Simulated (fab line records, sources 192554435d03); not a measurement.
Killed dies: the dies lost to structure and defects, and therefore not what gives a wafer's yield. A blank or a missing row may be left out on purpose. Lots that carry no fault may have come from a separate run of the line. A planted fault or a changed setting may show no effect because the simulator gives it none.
Split-lot study -- flow n5 finfet -- on a route of 1938 steps: 7 lots, 21 wafers read

SPLIT DETAILS
At N5_BEOL_M10_ETCH_66 (etches SOC in N2/H2, target depth 120 nm, overetch 24 nm, time 180 s), the setting time s was moved away from the recipe's 180 s on 9 of the 21 wafers read, by -21.2% to +8.9%. All remaining wafers had this setting at the recipe value.

The reading is taken at the split's own step.

THE READING
SiARC_of_BEOL_M10_COAT_64.thk nm (the simulator's own value, which no gauge read), in nm, at N5_BEOL_M10_ETCH_66 (etches SOC in N2/H2, target depth 120 nm, overetch 24 nm, time 180 s). No usual value for it is given in the file. Here, 12 wafers ran the recipe; their average is 22.6 nm with a standard deviation of 0.3 nm.

wafer,"tool, chamber at the split","time s as run, s",against the recipe,"SiARC_of_BEOL_M10_COAT_64.thk nm, nm",against lot-mates on the recipe
L074.1,"rie diel-01, 1,3",141.8,-21.2%,23.8,+1.0
L074.4,"rie diel-01, 1,3",141.8,-21.2%,23.8,+1.0
L074.2,"rie diel-01, 0",180,recipe,22.8,-
L075.2,"rie diel-01, 0",180,recipe,22.8,-
L075.4,"rie diel-01, 3",160.2,-11.0%,23,+0.2
L075.6,"rie diel-01, 2",160.2,-11.0%,23.2,+0.4
L082.2,"rie diel-03, 3",146.9,-18.4%,23.6,+1.1
L082.3,"rie diel-03, 1",180,recipe,22.2,-
L082.4,"rie diel-03, 2",180,recipe,22.8,-
L085.2,"rie diel-05, 0",156,-13.3%,23.8,+1.2
L085.4,"rie diel-05, 2",156,-13.3%,23.6,+1.0
L085.5,"rie diel-05, 1",180,recipe,22.6,-
L088.2,"rie diel-03, 3,0",180,recipe,22.4,-
L088.6,"rie diel-03, 3,0",180,recipe,22.4,-
L088.4,"rie diel-03, 0",180,recipe,22.6,-
L091.1,"rie diel-03, 1",180,recipe,22.2,-
L091.6,"rie diel-03, 1",180,recipe,22.2,-
L091.2,"rie diel-03, 0",180,recipe,22.4,-
L097.2,"rie diel-05, 2",196,+8.9%,22.2,-1.0
L097.4,"rie diel-05, 1",180,recipe,23.2,-
L097.5,"rie diel-05, 0",196,+8.9%,22.4,-0.8
The file does not say which wafer passed through which chamber wherever a row lists several chambers: such a row stands for several wafers.

FIT RESULTS
A straight line over all 21 wafers: SiARC_of_BEOL_M10_COAT_64.thk nm changes by -0.0573 nm for each +1% of time s; r = -0.88; the points scatter about the line by 0.28 nm.
The same after taking each lot's own level away (the mean of its wafers on the recipe; 21 wafers): -0.0607 nm for each +1%; r = -0.92; scatter 0.24 nm.
On that fit, the largest move of time s shifts the reading by 1.3 nm.
Across the lots, their own levels run from 22.27 to 23.20 nm, a range of 3.2 times the standard deviation given above.
So the lot-to-lot level changes the slope little: the two slopes agree.
Check: with one of the wafers moved furthest among these (-21.2%) left out of the fit, the line predicts +1.28 nm for it against its lot-mates. It came out at +1 nm against them.

ADDITIONAL SPLITS CARRIED BY THESE WAFERS
Other splits were also applied to these wafers ahead of the reading. Each is held against what the fit with the lots' levels taken away leaves over:
other split on the same wafers,wafers away from the commonest value,r with SiARC_of_BEOL_M10_COAT_64.thk nm (lot level and that fit taken away)
N5_BEOL_M7_COAT_63 spin rpm,10,+0.00
N5_BEOL_M8_DESCUM_16 time s,6,-0.32
N5_BEOL_M8_ETCH_61 bias w,8,+0.20
N5_BEOL_M9_ETCH_61 source w,5,-0.42
N5_BEOL_M9_COAT_22 spin rpm,8,+0.45
N5_BEOL_M9_DEP_56 time s,7,-0.37

FILE'S OWN FIT
SiARC_of_BEOL_M10_COAT_64.thk nm changes by -0.0578 nm for each +1% of time s, r = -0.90.
